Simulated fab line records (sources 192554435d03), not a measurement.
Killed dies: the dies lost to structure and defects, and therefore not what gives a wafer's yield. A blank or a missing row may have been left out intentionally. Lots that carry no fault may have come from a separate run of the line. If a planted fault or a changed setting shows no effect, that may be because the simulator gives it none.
fab line records	flow n5-finfet
[record] lots = 10	wafers = 29	last-day = 18
route steps=1938 shown BEOL_M1@793 MIM_TOP_LITHO@1848 MIM_TOP_ETCH@1852 MIM_BOT_LITHO@1865 PASSIVATION@1936
lots untouched by any fault: they come from a run of this same line in which no faults occurred
start-h: hours from the record's opening day to when the first of the lot's shown wafers began	wait-h: hours elapsed since this lot's preceding step	" repeats the value in the row above	L1.1+2: one row covering several wafers at once	- no value present, or no start provided	* or withheld: withheld	< > ~ a bound
route shown NAME@n: names a module that has steps shown in the file, with the first one's number in the route	usual: mean/standard deviation of fault-free wafers	same: alike in all rows	chamber/n: place in a boat	sites: per-site readings	_std_site: the standard deviation of these	_edge_site: the outer-site mean with the inner-site mean subtracted	radius-mm: how far each site lies from the wafer's centre	mask NAME#n: copy n	behind: the last tool/chamber to shape the wafer	hold: why the lot went on hold/how many hours it stayed there/how the hold came to an end	device: names the non-switching transistor (n, p or np)	end of line: the route-end tests of the same wafers	a step without rows: its recipe alone	killed: the dies lost at the first sort to structure and to defects; this is not the yield of the wafer	map: the dies of a wafer, with x for killed, . for not killed, _ for no die there
set.NAME: the setting the step ran with; set.NAME@STEP: the setting that earlier step ran with	model.NAME: the simulator's own value behind a step, which no gauge read
the route's steps for a sample of lots (tables are steps, rows are wafers)
services: the hour from which a tool's chamber was out of use, counted from the record's first day as start-h (under 0 if before that day), plus the number of hours and why
[[steps]]
[step N5_BEOL_M1_ETCHBACK_99]
[recipe] chemistry = CHF3	target = SiO2	target-depth-a = 50	time-s = 10.4	source-w = 215	bias-w = 47	Ar_flow_sccm = 200	CHF3_flow_sccm = 12	ion-energy-ev = 100	pressure-mtorr = 30
[usual] chamber-pressure-mTorr = 29.997/0.026	drypump-motor-current-A = 5.7/0.41	oes-product-au = 0.77/0.083	rf-vpp-V = 239/3.4	showerhead-plenum-p-Torr = 2.15/0.062	throttle-valve-pct = 17.06/0.23
lot.wafer	tool	chamber	start-h	wait-h	chamber-pressure-mTorr	drypump-motor-current-A	oes-product-au	rf-hours-counter-h	rf-vpp-V	showerhead-plenum-p-Torr	throttle-valve-pct
L168.3	rie-diel-01	0	133.45	1.7	29.929	5.4	0.81	73	242	2.18	17.27
L168.4	"	3	"	"	29.990	5.9	0.84	91	240	2.25	16.91
L168.5	"	2	"	"	29.996	5.6	0.74	-	238	2.15	16.90
L169.2	rie-diel-01	0	143.46	0.1	30.013	5.4	0.81	75	241	2.18	17.29
L169.3	"	1	"	"	29.985	6.4	0.90	24	245	2.12	16.92
L169.6	"	1	"	"	30.041	6.4	0.90	-	243	2.12	16.91
L175.2	rie-diel-01	1	184.24	2.9	29.963	6.4	0.89	33	243	2.12	16.93
L175.3	"	0	"	"	30.042	5.4	0.80	83	242	2.18	17.29
L175.5	"	0	"	"	29.994	5.4	0.79	-	243	2.17	17.30
L176.1	rie-diel-01	2	193.84	10.9	29.988	5.6	0.73	184	240	2.15	16.91
L176.3	"	1	"	"	29.969	6.4	0.89	36	244	2.12	16.94
L176.6	"	0	"	"	29.966	5.4	0.80	-	242	2.17	17.31
L180.3	rie-diel-02	2	212.39	3.4	29.971	5.8	0.71	201	239	2.20	17.12
L180.4	"	0	"	"	30.021	5.9	0.68	244	239	2.04	17.70
L180.6	"	3	"	"	29.986	6.4	0.66	-	236	2.12	17.15
L182.2	rie-diel-02	1	230.17	9.2	29.974	5.2	0.74	176	234	2.06	16.78
L182.4	"	2	"	"	29.994	5.8	0.71	-	238	2.20	17.14
L182.6	"	3	"	"	30.006	6.4	0.65	-	234	2.11	17.19
L185.1	rie-diel-02	1	231.92	0.9	30.016	5.2	0.75	177	234	2.05	16.80
L185.2	"	3	"	"	30.031	6.4	0.65	240	234	2.11	17.18
L185.5	"	3	"	"	30.037	6.4	0.66	-	234	2.11	17.18
L186.1	rie-diel-06	0	261.09	13.0	29.985	5.9	0.91	21	238	2.10	16.83
L186.2	"	3	"	"	29.993	5.5	0.86	64	241	2.18	16.86
L186.6	"	3	"	"	30.018	5.5	0.85	-	241	2.18	16.85
L187.1	rie-diel-01	3	264.80	10.3	30.030	5.9	0.80	126	238	2.24	16.97
L187.3	"	0	"	"	30.039	5.4	0.77	109	243	2.17	17.35
L189.2	rie-diel-01	2	268.97	2.0	30.012	5.6	0.70	209	238	2.14	16.95
L189.4	"	1	"	"	30.011	6.4	0.84	61	243	2.11	16.97
L189.6	"	1	"	"	29.984	6.4	0.85	-	244	2.11	16.98
[step N5_MIM_TOP_LITHO_OVL_MEAS_11]
[recipe] points-per-wafer = 44
[usual] MIM_TOP_OVL = -1/5.1
lot.wafer	tool	chamber	start-h	wait-h	MIM_TOP_OVL[nm]
L168.3	overlay-01	0	278.22	0.0	-3
L168.4	"	0	"	"	-6
L168.5	"	0	"	"	-8
L169.2	overlay-02	0	282.74	0.0	1
L169.3	"	0	"	"	2
L169.6	"	0	"	"	1
L175.2	overlay-01	0	309.63	0.0	-6
L175.3	"	0	"	"	-1
L175.5	"	0	"	"	0
L176.1	overlay-02	0	327.54	0.0	-9
L176.3	"	0	"	"	-5
L176.6	"	0	"	"	0
L180.3	overlay-01	0	347.30	0.0	-7
L180.4	"	0	"	"	-4
L180.6	"	0	"	"	1
L182.2	overlay-02	0	368.84	0.0	0
L182.4	"	0	"	"	-1
L182.6	"	0	"	"	8
L185.1	overlay-02	0	372.91	0.0	-11
L185.2	"	0	"	"	-10
L185.5	"	0	"	"	-6
L186.1	overlay-02	0	410.30	0.0	3
L186.2	"	0	"	"	-9
L186.6	"	0	"	"	-4
L187.1	overlay-01	0	412.10	0.0	2
L187.3	"	0	"	"	-2
L189.2	overlay-01	0	429.91	0.0	-5
L189.4	"	0	"	"	-4
L189.6	"	0	"	"	-7
[step N5_MIM_TOP_ETCH_STRIP_01]
[recipe] chemistry = O2	power-w = 600	temp-c = 60	pressure-mtorr = 30	rf-frequency-hz = 6e+07	bias-power-w = 0	overash-fraction = 0.5	o2-flow-sccm = 225
[usual] chamber-pressure-mTorr = 30.00/0.074	drypump-motor-current-A = 5.7/0.37	oes-product-au = 0.81/0.083	rf-vpp-V = 3.8/1.2	showerhead-plenum-p-Torr = 2.10/0.06	throttle-valve-pct = 16.62/0.21
lot.wafer	tool	chamber	start-h	wait-h	chamber-pressure-mTorr	drypump-motor-current-A	oes-product-au	rf-hours-counter-h	rf-vpp-V	showerhead-plenum-p-Torr	throttle-valve-pct
L168.3	rie-diel-02	1	278.51	0.1	30.02	5.2	0.73	195	1.9	2.00	16.50
L168.4	"	2	"	"	30.04	5.8	0.69	-	4.6	2.16	16.87
L168.5	"	1	"	"	30.02	5.2	0.75	-	2.3	2.00	16.45
L169.2	rie-diel-01	2	283.02	0.1	29.94	5.6	0.71	212	6.5	2.06	16.40
L169.3	"	1	"	"	29.86	6.4	0.84	65	4.8	2.04	16.49
L169.6	"	0	"	"	29.96	5.4	0.75	-	3.7	2.13	17.03
L175.2	rie-diel-06	3	309.91	0.1	30.04	5.5	0.82	79	1.8	2.12	16.46
L175.3	"	2	"	"	29.94	5.2	0.69	235	6.4	2.15	16.97
L175.5	"	0	"	"	29.89	5.9	0.89	-	3.7	2.07	16.53
L176.1	rie-diel-01	0	328.29	0.4	30.09	5.4	0.74	128	3.4	2.12	17.06
L176.3	"	1	"	"	30.08	6.5	0.82	77	5.0	2.03	16.53
L176.6	"	0	"	"	30.09	5.4	0.76	-	2.1	2.12	17.05
L180.3	rie-diel-06	3	347.65	0.1	30.08	5.5	0.80	92	4.3	2.11	16.50
L180.4	"	0	"	"	29.96	5.9	0.84	-	3.0	2.06	16.57
L180.6	"	3	"	"	30.04	5.5	0.80	-	5.1	2.11	16.49
L182.2	rie-diel-06	0	369.13	0.1	30.07	6.0	0.84	56	3.3	2.06	16.63
L182.4	"	0	"	"	29.86	5.9	0.84	-	7.0	2.06	16.60
L182.6	"	1	"	"	30.00	5.5	0.88	-	4.9	2.06	16.36
L185.1	rie-diel-01	2	373.20	0.1	29.94	5.6	0.68	227	5.2	2.05	16.38
L185.2	"	1	"	"	30.04	6.5	0.81	81	5.4	2.03	16.52
L185.5	"	0	"	"	30.04	5.3	0.75	-	4.4	2.12	17.11
L186.1	rie-diel-06	3	410.60	0.1	29.96	5.5	0.78	114	8.2	2.10	16.57
L186.2	"	0	"	"	30.03	5.9	0.84	69	2.0	2.05	16.59
L186.6	"	0	"	"	30.10	5.9	0.81	-	4.6	2.05	16.61
L187.1	rie-diel-02	0	412.39	0.1	30.12	6.0	0.83	58	3.7	2.21	16.89
L187.3	"	2	"	"	29.98	5.8	0.97	3	5.3	2.15	16.47
L189.2	rie-diel-01	0	430.27	0.2	29.88	5.4	0.74	152	2.8	2.11	17.14
L189.4	"	3	"	"	29.97	5.9	0.75	168	3.0	2.19	16.79
L189.6	"	3	"	"	30.06	5.9	0.77	-	3.2	2.19	16.80
[step N5_MIM_BOT_LITHO_DESCUM_10]
[recipe] chemistry = O2	time-s = 7.9	source-power-w = 50	bias-power-w = 20	pressure-mtorr = 20	rf-frequency-hz = 2.712e+07	temp-c = 40	o2-flow-sccm = 225
[usual] chamber-pressure-mTorr = 19.999/0.018	drypump-motor-current-A = 5.8/0.4	oes-product-au = 0.84/0.078	rf-vpp-V = 243.6/1.3	showerhead-plenum-p-Torr = 2.13/0.063	throttle-valve-pct = 20.34/0.27
lot.wafer	tool	chamber	start-h	wait-h	chamber-pressure-mTorr	drypump-motor-current-A	oes-product-au	rf-hours-counter-h	rf-vpp-V	showerhead-plenum-p-Torr	throttle-valve-pct
L168.3	rie-diel-03	1	279.05	0.1	20.015	5.8	0.80	73	242.8	2.10	20.44
L168.4	"	2	"	"	19.996	5.9	0.91	-	244.8	2.22	20.02
L168.5	"	1	"	"	20.018	5.8	0.80	-	244.4	2.11	20.42
L169.2	rie-diel-05	2	283.66	0.0	20.026	5.1	0.84	55	244.4	2.19	19.91
L169.3	"	0	"	"	19.998	6.6	0.78	142	245.2	2.18	20.49
L169.6	"	1	"	"	20.014	5.6	0.68	-	240.1	1.95	20.31
L175.2	rie-diel-05	3	310.53	0.1	20.014	5.7	0.98	2	242.6	2.07	20.22
L175.3	"	3	"	"	19.964	5.7	0.98	-	243.8	2.07	20.24
L175.5	"	0	"	"	19.985	6.6	0.76	-	244.5	2.17	20.52
L176.1	rie-diel-03	3	329.15	0.3	20.028	5.5	0.84	72	242.5	2.05	20.59
L176.3	"	0	"	"	19.993	5.8	0.93	20	243.8	2.15	19.93
L176.6	"	0	"	"	19.989	5.8	0.92	-	244.3	2.15	19.92
L180.3	rie-diel-04	0	348.28	0.0	20.005	6.4	0.88	45	244.2	2.13	20.77
L180.4	"	3	"	"	19.989	5.7	0.85	51	244.1	2.14	20.47
L180.6	"	1	"	"	19.989	6.1	0.79	-	242.4	2.09	20.23
L182.2	rie-diel-03	1	369.76	0.0	20.007	5.8	0.78	104	243.4	2.09	20.50
L182.4	"	3	"	"	20.022	5.5	0.82	85	241.3	2.05	20.64
L182.6	"	2	"	"	19.964	5.9	0.87	-	243.8	2.21	20.07
L185.1	rie-diel-04	1	374.08	0.3	19.995	6.1	0.77	131	243.1	2.09	20.26
L185.2	"	3	"	"	19.996	5.6	0.84	60	243.1	2.14	20.49
L185.5	"	0	"	"	20.010	6.4	0.86	-	242.9	2.12	20.78
L186.1	rie-diel-05	1	411.16	0.0	19.996	5.6	0.90	24	244.8	2.21	20.10
L186.2	"	0	"	"	19.992	6.6	0.74	188	243.3	2.16	20.57
L186.6	"	2	"	"	20.011	5.1	0.79	-	245.9	2.18	19.95
L187.1	rie-diel-04	0	412.90	0.0	20.002	6.4	0.85	64	243.5	2.12	20.80
L187.3	"	1	"	"	19.997	6.1	0.77	144	242.4	2.08	20.28
L189.2	rie-diel-05	2	430.92	0.2	19.973	5.1	0.80	107	244.1	2.17	20.00
L189.4	"	0	"	"	20.008	6.6	0.73	197	243.7	2.16	20.59
L189.6	"	2	"	"	19.991	5.1	0.78	-	244.5	2.17	19.98
[step N5_PASSIVATION_PROBE_49]
[usual] defect-limited-yield = 91.4/1.5	killed_at_M0_to_M3 = 35/11	killed_at_M4_up = 16/7	killed-at-contacts = 11/5.3	killed-at-front-end = 37/11	killed-at-other = 3.1/2.8	killed-dies = 102/18	killed-on-rim = 13/3.7	killed-open = 69/15	killed-short = 31/7.8	sort_bin_5_function = 5.1/1.1	sort_bin_6_memory = 3.2/0.69	sort-n-pass = 1078/18	sort-yield-pct = 91.4/1.5
[same] gross-dies = 1180	killed-at-back-side = 0	sort_bin_4_leakage[%] = 0	sort_bin_8_speed[%] = 0
lot.wafer	tool	chamber	start-h	wait-h	defect-limited-yield[%]	killed_at_M0_to_M3	killed_at_M4_up	killed-at-contacts	killed-at-front-end	killed-at-other	killed-dies	killed-on-rim	killed-open	killed-short	sort_bin_5_function[%]	sort_bin_6_memory[%]	sort-n-pass	sort-yield-pct[%]
L175.2	prober-01	-	318.90	0.1	87.6	84	21	13	28	0	146	23	51	20	7.5	3.9	1034	87.6
L175.3	prober-01	-	318.95	0.1	91.9	25	18	17	31	4	95	16	60	32	4.2	3.7	1085	91.9
L175.5	prober-01	-	319.05	0.2	92.0	33	10	15	34	2	94	13	65	25	4.7	3.1	1086	92.0
L176.1	prober-01	-	337.50	0.0	91.1	38	12	21	30	4	105	16	66	39	4.7	3.8	1075	91.1
L176.3	prober-01	-	337.60	0.1	86.1	96	28	9	26	5	164	26	81	19	8.0	4.2	1016	86.1
L176.6	prober-01	-	337.75	0.3	92.8	26	14	9	33	3	85	10	62	19	3.7	3.4	1095	92.8
// killed by level:class
L175.2 BEOL_M1:unspecified=71 STI_FIN_REVEAL:geometric-particle:open=10 MOL_CONTACT_COAG:geometric-particle:open=10 BEOL_M4:geometric-particle:short=8 BEOL_M4:geometric-particle:open=6 BEOL_M0_SAQP:geometric-particle:open=5 DUMMY_GATE:geometric-particle:open=4 BEOL_M5:geometric-particle:open=4
L175.3 MOL_CONTACT_COAG:geometric-particle:open=14 BEOL_M4:geometric-particle:open=8 BEOL_M0_SAQP:geometric-particle:short=7 FIN_SAQP:geometric-particle:open=6 BEOL_M1:geometric-particle:open=5 STI_FIN_REVEAL:geometric-particle:open=4 ILD0:geometric-particle:open=4 BEOL_M2:geometric-particle:open=4
L175.5 MOL_CONTACT_COAG:geometric-particle:open=11 STI_FIN_REVEAL:geometric-particle:open=9 BEOL_M1:geometric-particle:open=8 BEOL_M2:geometric-particle:open=8 GATE_CUT:geometric-particle:open=7 GATE_CUT:geometric-particle:short=5 FIN_SAQP:geometric-particle:open=4 BEOL_M0_SAQP:geometric-particle:open=4
L176.1 MOL_CONTACT_COAG:geometric-particle:open=16 BEOL_M3:geometric-particle:open=9 FIN_SAQP:geometric-particle:short=8 BEOL_M1:geometric-particle:open=7 BEOL_M1:geometric-particle:short=7 BEOL_M4:geometric-particle:open=6 FIN_SAQP:geometric-particle:open=5 GATE_CUT:geometric-particle:short=5
L176.3 BEOL_M1:unspecified=62 BEOL_M4:geometric-particle:open=15 BEOL_M3:geometric-particle:open=9 STI_FIN_REVEAL:geometric-particle:open=8 MOL_CONTACT_COAG:geometric-particle:open=8 BEOL_M2:geometric-particle:open=8 BEOL_M1:geometric-particle:open=6 BEOL_M6:geometric-particle:open=4
L176.6 BEOL_M2:geometric-particle:open=8 FIN_SAQP:geometric-particle:short=7 MOL_CONTACT_COAG:geometric-particle:open=7 FIN_SAQP:geometric-particle:open=6 BEOL_M0_SAQP:geometric-particle:open=5 BEOL_M3:geometric-particle:open=4 BEOL_M1:geometric-particle:open=4 BEOL_M4:geometric-particle:open=4
[[services]]
tool	chamber	start-h	hours	kind
rie-diel-06	2	162.47	4.1	repair
rie-diel-01	-	165.45	15.6	pm
rie-diel-05	0	166.50	3.8	repair
rie-diel-05	3	168.28	4.5	repair
rie-diel-06	1	250.77	15.2	repair
rie-diel-05	3	256.33	3.1	repair
rie-diel-01	1	306.06	3.2	repair
rie-diel-05	2	309.40	3.4	repair
rie-diel-01	2	317.52	13.2	repair
rie-diel-05	3	320.86	5.4	repair
rie-diel-06	1	324.83	6.5	repair
rie-diel-06	0	329.54	6.8	repair
rie-diel-01	-	331.02	28.1	pm
rie-diel-02	3	337.71	39.6	repair
rie-diel-06	1	347.24	8.0	repair
rie-diel-01	1	364.05	3.9	repair
rie-diel-02	2	370.56	11.4	repair
rie-diel-02	0	374.23	10.2	repair
rie-diel-05	1	376.36	4.9	repair
rie-diel-01	3	376.43	7.4	repair
rie-diel-06	2	390.90	3.9	repair
rie-diel-01	-	407.84	3.0	repair
rie-diel-06	3	415.24	19.4	repair
rie-diel-06	0	427.15	10.2	repair
[[key]]
[first-sign] step = N5_PASSIVATION_PROBE_49	reading = killed_at_M0_to_M3	direction = up	sigmas = 5	usual = 35	struck = 90
[effect] step = N5_PASSIVATION_PROBE_49	reading = defect-limited-yield	direction = down	sigmas = 2.9	usual = 91.4	struck = 86.9
[more-kills-born-at] N5_BEOL_M1_ETCHBACK_99@rie-diel-01 = 133
met-at N5_BEOL_M1_ETCHBACK_99
struck-lots L175,L176
struck-wafers L175.2,L176.3
not-acting-at N5_MIM_TOP_LITHO_OVL_MEAS_11,N5_MIM_TOP_ETCH_STRIP_01,N5_MIM_BOT_LITHO_DESCUM_10
onset-between 143.46 184.24
[fault] kind = chamber-particle-source	tool = rie-diel-01	chamber = 1	onset-h = 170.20	steps = N5_BEOL_M1_ETCHBACK_99	rate-per-visit-cm2 = 0.60522	end-h = 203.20
